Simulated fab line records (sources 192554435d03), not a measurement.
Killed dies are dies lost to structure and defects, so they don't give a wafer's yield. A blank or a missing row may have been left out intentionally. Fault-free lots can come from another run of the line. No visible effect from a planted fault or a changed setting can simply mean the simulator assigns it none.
Comparing a struck lot with a sound one + flow n5-finfet + 36 steps out of a route of 1938
Sound: wafers L519.1, L519.3, L519.6. Struck: wafer L535.6. (L535.4, L535.5 of the same lot were not struck and are left out.) The cause comes at the end.
At each step with rows: each side's tool, then ch and its chambers, then its first start. Under that, the readings that differ: sound wafers + struck wafers + difference of the means + sigmas: that difference in standard deviations of wafers without a fault.
alike: readings whose means differ by less than 2 such deviations, and words and numbers that are the same on both sides. not compared: withheld readings, readings that some wafer has no value for, bounds like >300 that may hide the same value, and numbers for which the record gives no deviation and whose values overlap.
Wherever a step has rows on one side only, a row that says differs or no value, or a row with sigmas, the two part there. Numbers that have no deviation but don't overlap get no sigmas and don't part them. Lack of a reading on every wafer of one side parts them only where that side has two or more wafers.

first, 9 steps without rows for these wafers: N5_SD_EPI_N_DEVELOP_08 (develop time 30 s); N5_SD_EPI_N_DESCUM_14 (chemistry O2, time 7.9 s); N5_SD_EPI_N_ETCH_34 (etches SiARC in CF4, target depth 45.5 nm, time 75.8 s); N5_SD_EPI_N_ETCH_35 (etches SOC in N2/H2, overetch 108 nm, time 486 s); N5_SD_EPI_N_STRIP_36 (strips in N2/H2); N5_SD_EPI_N_ETCHBACK_44 (etches SiNx in CH3F/O2, stops on SiO2, target depth 14.5 nm); N5_SD_EPI_N_ETCH_45 (etches SiOCN in CH3F/O2, target depth 6 nm); N5_SD_EPI_N_ETCH_16 (etches SiO2 in CHF3/O2, target depth 5 nm); N5_SD_EPI_N_STRIP_47 (strips in CHF3/O2).
N5_SD_EPI_N_SD_RECESS_17: chemistry HBr/Cl2/O2, target depth 41 nm, time 23.7 s, bt time 3 s.
  sound on rie-si-06 ch 0,2,3, day 3 11:17; struck on rie-si-06 ch 3, day 7 08:31
| reading                                 | sound             | struck | difference | sigmas |
|-----------------------------------------|-------------------|--------|------------|--------|
| oes-product-au (a.u.)                   | 1.020 1.009 0.993 | 1.106  | +0.099     | +6     |
| model.SD_EPI_N.feature-depth-nm (nm)    | 40.8 42.4 40.8    | 57.2   | +15.9      |        |
| model.etch.depth-nm (nm)                | 40.85 42.48 40.73 | 57.19  | +15.84     |        |
| model.Si_of_WELL_APT_EPI_41.thk-nm (nm) | 9.4 8.2 9.4       | 4.2    | -4.8       |        |
  alike: drypump-motor-current-A, mfc-cl2-sccm, throttle-valve-pct
  not compared: rf-hours-counter-h
then, 2 steps without rows for these wafers: N5_SD_EPI_N_STRIP_38 (strips in N2/H2); N5_SD_EPI_N_WET_ETCH_43 (etches SiO2 in dHF, time 14 s, target depth 1.5 nm).
N5_SD_EPI_N_STRIP_18: strips in SPM, time 750 s.
  sound on wet-bench-06 ch 0,4,7, day 3 11:28; struck on wet-bench-06 ch 6, day 7 08:42
| reading                                 | sound   | struck | difference | sigmas |
|-----------------------------------------|---------|--------|------------|--------|
| model.Si_of_WELL_APT_EPI_41.thk-nm (nm) | 9 7.8 9 | 4      | -5         |        |
then, 21 steps without rows for these wafers: N5_SD_EPI_N_SRD_20 (time 30 s); N5_SD_EPI_N_PRECLEAN_48 (cleans in NF3:NH3, afs cycles 2, time 20 s, sublimation time 60 s); N5_SD_EPI_N_VAPOR_ETCH_50 (etches Si in HCl, time 54 s); N5_SD_EPI_N_EPI_21 (deposits Si:P, time 690 s); N5_SD_EPI_N_PRECLEAN_24 (cleans in O3/DIW, time 60 s); N5_SD_EPI_N_SRD_25 (time 30 s); N5_SD_EPI_N_PRECLEAN_49 (cleans in NF3:NH3, afs cycles 1, time 20 s, sublimation time 60 s); N5_SD_EPI_N_LINER_46 (material SiNx, target thk 3 nm); N5_SD_EPI_P_COAT_34 (time 60 s, resist thk 350 nm); N5_SD_EPI_P_COAT_35 (time 60 s, resist thk 35 nm); N5_SD_EPI_P_COAT_03 (resist thk 150 nm); N5_SD_EPI_P_EBR_05; N5_SD_EPI_P_SOFTBAKE_04 (time 60 s); N5_SD_EPI_P_EXPOSE_06 (exposes mask SD P BLK, target cd 240 nm); N5_SD_EPI_P_PEB_07 (peb time 60 s); N5_SD_EPI_P_DEVELOP_08 (develop time 30 s); N5_SD_EPI_P_DESCUM_14 (chemistry O2, time 7.9 s); N5_SD_EPI_P_ETCH_36 (etches SiARC in CF4, target depth 45.5 nm, time 75.8 s); N5_SD_EPI_P_ETCH_37 (etches SOC in N2/H2, overetch 108 nm, time 486 s); N5_SD_EPI_P_STRIP_38 (strips in N2/H2); N5_SD_EPI_P_ETCHBACK_46 (etches SiNx in CH3F/O2, stops on SiO2, target depth 17.5 nm).
-- the record jumps here: 7 days lie between the struck wafers' starts before and after (it left off in module SD_EPI_P and takes up again in module BEOL_M4, whose first step shown is number 1111 of the route) --
N5_BEOL_M4_RC_MEAS_101:
  sound on prober-02 ch 0, day 8 05:22; struck on prober-01 ch 0, day 14 01:52
  alike: DIBL_P, IOFF_P, ION_P, SS_P, VT_P
  not compared: CJ_N, DIBL_N, EOT_N, IGATE_N, IOFF_N, IOFF_N_85C, IOFF_N_LIN, IOFF_N_LONG, ION_N, RC_DENSE_N, RC_N, REXT_N, RS_SD_N, SS_N, VT_N, VT_N_LONG, VT_N_LVT
-- a jump in the record: the struck wafers' starts before and after are 5 days apart (it breaks off in module BEOL_M4 and resumes in module PASSIVATION, where the first step shown is number 1936 of the route) --
N5_PASSIVATION_PROBE_49:
  sound on prober-01 at day 11 18:36; struck on prober-01 at day 18 17:20
| reading                | sound          | struck | difference | sigmas |
|------------------------|----------------|--------|------------|--------|
| sort_bin_4_leakage (%) | 0 0 0          | 90.93  | +90.93     |        |
| sort-n-pass            | 1078 1059 1069 | 0      | -1069      | -59    |
| sort-yield-pct (%)     | 91.4 89.7 90.6 | 0      | -91        | -60    |
  alike: defect-limited-yield, killed_at_M0_to_M3, killed_at_M4_up, killed-at-contacts, killed-at-front-end, killed-at-other, killed-dies, killed-open, killed-short, sort_bin_5_function, sort_bin_6_memory

## WHERE THEY PART
At N5_SD_EPI_N_SD_RECESS_17 first; at N5_PASSIVATION_PROBE_49 last (within this record only).

WHY: what the simulator had put in
rie-si-06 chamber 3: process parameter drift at N5_SD_EPI_N_SD_RECESS_17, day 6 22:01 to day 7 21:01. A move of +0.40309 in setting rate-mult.
